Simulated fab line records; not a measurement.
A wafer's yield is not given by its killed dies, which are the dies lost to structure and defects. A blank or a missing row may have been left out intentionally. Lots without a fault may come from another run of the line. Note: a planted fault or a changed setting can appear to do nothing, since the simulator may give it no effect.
Which tool did it? + flow n5Finfet + Sampling: 9 lots, 27 wafers, 6 of 1938 route steps

== WHAT EACH GAUGE READ, for each wafer ==
N5_BEOL_M0_SAQP_CD_MEAS_25 targets a cd of 13.1 nm. Usual: cdNm at 12.81 nm, with a standard deviation of 0.24.
| lot  | measured     | on       | cdNm (nm)         | flag |
|------|--------------|----------|-------------------|------|
| L426 | day 5 12:46  | cdSem-03 | 12.80 12.81 12.15 |      |
| L428 | day 6 03:22  | cdSem-03 | 12.64 13.10 12.56 |      |
| L429 | day 6 09:07  | cdSem-03 | 12.94 12.69 12.67 |      |
| L436 | day 8 03:11  | cdSem-03 | 13.13 12.86 12.81 |      |
| L438 | day 8 12:03  | cdSem-01 | 12.94 13.17 12.80 |      |
| L437 | day 8 18:25  | cdSem-03 | 12.68 13.03 12.73 |      |
| L443 | day 9 15:19  | cdSem-01 | 12.76 12.71 13.16 |      |
| L445 | day 10 05:43 | cdSem-01 | 12.56 12.97 12.55 |      |
| L448 | day 11 12:18 | cdSem-02 | 12.50 13.03 13.12 |      |

N5_BEOL_M0_SAQP_CD_MEAS_29 targets a cd of 14.4 nm. Usual: cdNm at 15.02 nm, with a standard deviation of 0.23.
| lot  | measured     | on       | cdNm (nm)         | flag |
|------|--------------|----------|-------------------|------|
| L426 | day 5 14:36  | cdSem-02 | 15.31 15.05 15.33 |      |
| L428 | day 6 05:14  | cdSem-02 | 15.02 14.91 14.55 |      |
| L429 | day 6 10:52  | cdSem-02 | 15.02 15.04 14.96 |      |
| L436 | day 8 05:17  | cdSem-03 | 15.13 15.10 20.27 | OFF  |
| L438 | day 8 17:20  | cdSem-02 | 14.76 14.91 14.68 |      |
| L437 | day 8 20:25  | cdSem-03 | 14.98 19.98 14.52 | OFF  |
| L443 | day 9 17:31  | cdSem-01 | 15.06 15.29 15.75 |      |
| L445 | day 10 07:32 | cdSem-01 | 14.82 14.90 14.74 |      |
| L448 | day 11 15:00 | cdSem-03 | 14.84 15.24 15.24 |      |

N5_BEOL_M4_RC_MEAS_101. Usual: DIBL_N 36.1 mV/V, standard deviation 1.3; DIBL_P 36.1 mV/V, standard deviation 1.7; IOFF_N 0.154 nA/um, standard deviation 0.022; IOFF_P 0.201 nA/um, standard deviation 0.024; ION_N 675 uA/um, standard deviation 8.9; ION_P 462 uA/um, standard deviation 5.9; SS_N 71.5 mV/dec, standard deviation 0.49; SS_P 73.3 mV/dec, standard deviation 0.58; VT_N 250.0 mV, standard deviation 2.7; VT_P -251.3 mV, standard deviation 2.7.
| lot  | measured     | on        | DIBL_N (mV/V)  | DIBL_P (mV/V)  | IOFF_N (nA/um)    | IOFF_P (nA/um)    | ION_N (uA/um) | ION_P (uA/um) | SS_N (mV/dec)  | SS_P (mV/dec)  | VT_N (mV)         | VT_P (mV)            | flag |
|------|--------------|-----------|----------------|----------------|-------------------|-------------------|---------------|---------------|----------------|----------------|-------------------|----------------------|------|
| L426 | day 7 20:01  | prober-01 | 35.6 35.7 35.3 | 34.7 34.9 34.9 | 0.148 0.151 0.147 | 0.194 0.200 0.196 | 674 688 678   | 468 470 463   | 71.6 72.3 72.2 | 73.1 73.5 72.6 | 249.6 249.3 247.7 | -251.0 -249.6 -250.2 |      |
| L428 | day 8 02:34  | prober-01 | 36.8 36.0 37.6 | 37.7 36.4 38.3 | 0.168 0.146 0.165 | 0.185 0.172 0.184 | 678 662 676   | 452 452 448   | 72.2 71.3 72.1 | 73.7 73.7 73.5 | 250.7 251.7 250.3 | -254.7 -253.2 -254.9 |      |
| L429 | day 8 21:16  | prober-02 | 37.6 38.4 35.2 | 37.2 38.5 34.9 | 0.164 0.181 0.134 | 0.216 0.235 0.184 | 681 684 681   | 468 468 466   | 71.6 72.1 71.5 | 73.5 73.9 73.4 | 250.3 248.3 252.3 | -249.2 -249.2 -253.5 |      |
| L436 | day 10 18:28 | prober-01 | 36.3 37.7      | 35.6 37.2      | 0.127 0.162       | 0.182 0.205       | 662 672       | 455 460       | 71.1 71.3      | 72.7 74.0      | 252.8 249.4       | -253.7 -252.9        |      |
| L438 | day 11 19:35 | prober-01 | 36.0 37.1 36.7 | 34.7 35.7 35.4 | 0.144 0.161 0.161 | 0.203 0.215 0.209 | 673 672 679   | 466 463 466   | 70.5 71.2 71.0 | 72.4 73.2 73.3 | 249.2 249.9 249.1 | -247.3 -250.3 -251.8 |      |
| L437 | day 11 19:52 | prober-02 | 36.7 35.8      | 37.2 36.8      | 0.167 0.159       | 0.223 0.221       | 682 686       | 467 473       | 71.5 71.5      | 73.8 73.1      | 245.8 247.0       | -248.0 -249.2        |      |
| L443 | day 12 23:49 | prober-02 | 36.5 36.1 35.8 | 37.5 37.5 37.1 | 0.156 0.160 0.146 | 0.221 0.216 0.205 | 674 676 665   | 468 470 464   | 71.2 72.1 72.0 | 73.8 72.7 72.9 | 251.3 251.1 253.0 | -248.6 -247.2 -247.0 |      |
| L445 | day 13 01:31 | prober-01 | 35.4 34.2 36.5 | 35.5 33.2 36.5 | 0.150 0.120 0.167 | 0.197 0.163 0.208 | 676 666 680   | 465 456 468   | 71.8 71.3 72.3 | 72.6 72.9 73.0 | 249.4 252.3 248.5 | -252.2 -252.5 -249.7 |      |
| L448 | day 14 07:29 | prober-02 | 38.7 37.4 36.1 | 39.5 38.0 36.4 | 0.196 0.174 0.147 | 0.268 0.247 0.211 | 696 681 670   | 478 470 464   | 72.4 72.2 71.9 | 73.9 73.6 73.0 | 244.5 245.3 251.1 | -245.7 -248.8 -247.4 |      |

== TOOL THAT RAN EACH LOT (tool first, then ch and the chambers of the sampled wafers, then the start) ==
| lot  | N5_BEOL_M0_SAQP_ETCH_101         | N5_BEOL_M0_SAQP_ETCH_107          | N5_BEOL_M0_SAQP_SPACER2_ALD_26   |
|------|----------------------------------|-----------------------------------|----------------------------------|
| L426 | rieDiel-04 ch 2,3, day 5 12:49   | rieDiel-05 ch 0,2,3, day 5 13:36  | aldSin-04 ch 0,2, day 5 13:51    |
| L428 | rieDiel-04 ch 0,3, day 6 03:24   | rieDiel-05 ch 1,2,3, day 6 04:14  | aldSin-02 ch 0,1,2, day 6 04:29  |
| L429 | rieDiel-03 ch 0,1, day 6 09:09   | rieDiel-05 ch 0,3, day 6 09:53    | aldSin-04 ch 0,1,2, day 6 10:07  |
| L436 | rieDiel-03 ch 0,1,3, day 8 03:13 | rieDiel-04 ch 0,2,3, day 8 03:57  | aldSin-02 ch 0,1,2, day 8 04:32  |
| L438 | rieDiel-05 ch 1,2,3, day 8 12:05 | rieDiel-04 ch 1,2,3, day 8 12:56  | aldSin-04 ch 0,1,3, day 8 16:36  |
| L437 | rieDiel-04 ch 0,1, day 8 18:28   | rieDiel-05 ch 0,2, day 8 19:11    | aldSin-02 ch 0,2,3, day 8 19:40  |
| L443 | rieDiel-04 ch 0,1,3, day 9 15:35 | rieDiel-05 ch 0,1,2, day 9 16:19  | aldSin-04 ch 0,2,3, day 9 16:46  |
| L445 | rieDiel-05 ch 1,2, day 10 05:46  | rieDiel-05 ch 0,2, day 10 06:33   | aldSin-04 ch 0,1,2, day 10 06:47 |
| L448 | rieDiel-04 ch 1,2, day 11 12:20  | rieDiel-04 ch 0,1,3, day 11 13:11 | aldSin-04 ch 0,3, day 11 14:11   |
- N5_BEOL_M0_SAQP_ETCH_101: etches SiNx in CH3F/O2, target depth 29.9 nm, time 42.7 s.
- N5_BEOL_M0_SAQP_ETCH_107: etches SiNx in CH3F/O2, target depth 30 nm.
- N5_BEOL_M0_SAQP_SPACER2_ALD_26: deposits SiO2, target thk 15 nm, pulse time 1 s, purge time 2 s.

== AS READ BY THE TOOLS THEMSELVES (means over the sampled wafers that have a number; for cases with no such wafer, the mark the record gives instead) ==
N5_BEOL_M0_SAQP_ETCH_101. Usual: drypumpMotorCurrentA 5.9 A, standard deviation 0.42; oes_ar_750_au 0.76 a.u., standard deviation 0.06; oesProductAu 0.77 a.u., standard deviation 0.064; rfVppV 297.8 V, standard deviation 2.2; showerheadPlenumPTorr 2.02 Torr, standard deviation 0.055; throttleValvePct 16.36 %, standard deviation 0.16.
| lot  | tool       | drypumpMotorCurrentA (A) | oes_ar_750_au (a.u.) | oesProductAu (a.u.) | rfVppV (V) | showerheadPlenumPTorr (Torr) | throttleValvePct (%) | flag |
|------|------------|--------------------------|----------------------|---------------------|------------|------------------------------|----------------------|------|
| L426 | rieDiel-04 | 6.5                      | 0.73                 | 0.74                | 295.3      | 1.99                         | 16.29                |      |
| L428 | rieDiel-04 | 6.2                      | 0.77                 | 0.77                | 296.7      | 2.04                         | 16.23                |      |
| L429 | rieDiel-03 | 6.2                      | 0.80                 | 0.80                | 297.6      | 1.97                         | 16.29                |      |
| L436 | rieDiel-03 | 6.0                      | 0.77                 | 0.78                | 298.3      | 1.97                         | 16.34                |      |
| L438 | rieDiel-05 | 5.7                      | 0.77                 | 0.78                | 298.2      | 2.09                         | 16.44                |      |
| L437 | rieDiel-04 | 5.7                      | 0.81                 | 0.81                | 299.2      | 2.07                         | 16.27                |      |
| L443 | rieDiel-04 | 6.0                      | 0.76                 | 0.76                | 297.3      | 2.03                         | 16.35                |      |
| L445 | rieDiel-05 | 5.7                      | 0.72                 | 0.71                | 297.7      | 2.06                         | 16.56                |      |
| L448 | rieDiel-04 | 6.3                      | 0.72                 | 0.72                | 297.6      | 1.99                         | 16.50                |      |

N5_BEOL_M0_SAQP_ETCH_107. Usual: drypumpMotorCurrentA 5.8 A, standard deviation 0.41; oes_ar_750_au 0.77 a.u., standard deviation 0.058; oesProductAu 0.77 a.u., standard deviation 0.061; rfVppV 297.8 V, standard deviation 2; showerheadPlenumPTorr 2.03 Torr, standard deviation 0.054; throttleValvePct 16.40 %, standard deviation 0.15.
| lot  | tool       | drypumpMotorCurrentA (A) | oes_ar_750_au (a.u.) | oesProductAu (a.u.) | rfVppV (V) | showerheadPlenumPTorr (Torr) | throttleValvePct (%) | flag |
|------|------------|--------------------------|----------------------|---------------------|------------|------------------------------|----------------------|------|
| L426 | rieDiel-05 | 5.5                      | 0.81                 | 0.82                | 299.2      | 2.07                         | 16.45                |      |
| L428 | rieDiel-05 | 5.8                      | 0.79                 | 0.79                | 298.5      | 2.09                         | 16.42                |      |
| L429 | rieDiel-05 | 5.4                      | 0.84                 | 0.83                | 298.0      | 2.06                         | 16.45                |      |
| L436 | rieDiel-04 | 6.1                      | 0.76                 | 0.77                | 296.6      | 2.03                         | 16.25                |      |
| L438 | rieDiel-04 | 6.4                      | 0.73                 | 0.74                | 296.1      | 1.99                         | 16.41                |      |
| L437 | rieDiel-05 | 5.5                      | 0.75                 | 0.75                | 299.1      | 2.05                         | 16.57                |      |
| L443 | rieDiel-05 | 5.6                      | 0.75                 | 0.74                | 296.6      | 2.05                         | 16.53                |      |
| L445 | rieDiel-05 | 5.5                      | 0.74                 | 0.74                | 299.1      | 2.05                         | 16.59                |      |
| L448 | rieDiel-04 | 6.0                      | 0.75                 | 0.75                | 297.1      | 2.03                         | 16.36                |      |

N5_BEOL_M0_SAQP_SPACER2_ALD_26. Usual: heaterPowerW 454 W, standard deviation 43; precursorPulseHeightRel 1.002, standard deviation 0.019.
| lot  | tool      | heaterPowerW (W) | precursorPulseHeightRel | flag |
|------|-----------|------------------|-------------------------|------|
| L426 | aldSin-04 | 469              | 1.004                   |      |
| L428 | aldSin-02 | 429              | 1.002                   |      |
| L429 | aldSin-04 | 449              | 1.004                   |      |
| L436 | aldSin-02 | 437              | 1.008                   |      |
| L438 | aldSin-04 | 441              | 1.020                   |      |
| L437 | aldSin-02 | 465              | 1.004                   |      |
| L443 | aldSin-04 | 479              | 0.985                   |      |
| L445 | aldSin-04 | 437              | 0.993                   |      |
| L448 | aldSin-04 | 450              | 0.984                   |      |

== THE ANSWER, worked out from the rows above alone ==
Rule: a lot counts as off when the mean over its wafers that have a number is more than 3 standard deviations away from the usual mean. A lot without any number at a reading at which 4 lots or more have one is off too. All remaining lots with rows at the step are treated as sound. Order of review: gauges by route order, followed by the tools' own readings, for which a lot's mean as printed above is used. The first step at which some lot is off is used, and at that step the reading that is off furthest; a lot without a number counts as furthest.
Off: L436, L437, at N5_BEOL_M0_SAQP_CD_MEAS_29 (cdNm).
A tool fits if, at a process step before that reading, it ran every lot that is off, and no sound lot after the first of them. Gauges at N5_BEOL_M0_SAQP_CD_MEAS_29: tried the same way as those tools. One candidate fits, namely aldSin-02 at N5_BEOL_M0_SAQP_SPACER2_ALD_26. Its last sound lot is L428 (day 6 04:29), its first lot that is off L436 (day 8 04:32): a fault that began between those two fits.

== WHAT HAD BEEN PUT IN BY THE SIMULATOR ==
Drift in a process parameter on aldSin-02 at N5_BEOL_M0_SAQP_SPACER2_ALD_26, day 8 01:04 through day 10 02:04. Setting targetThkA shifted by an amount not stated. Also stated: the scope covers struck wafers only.
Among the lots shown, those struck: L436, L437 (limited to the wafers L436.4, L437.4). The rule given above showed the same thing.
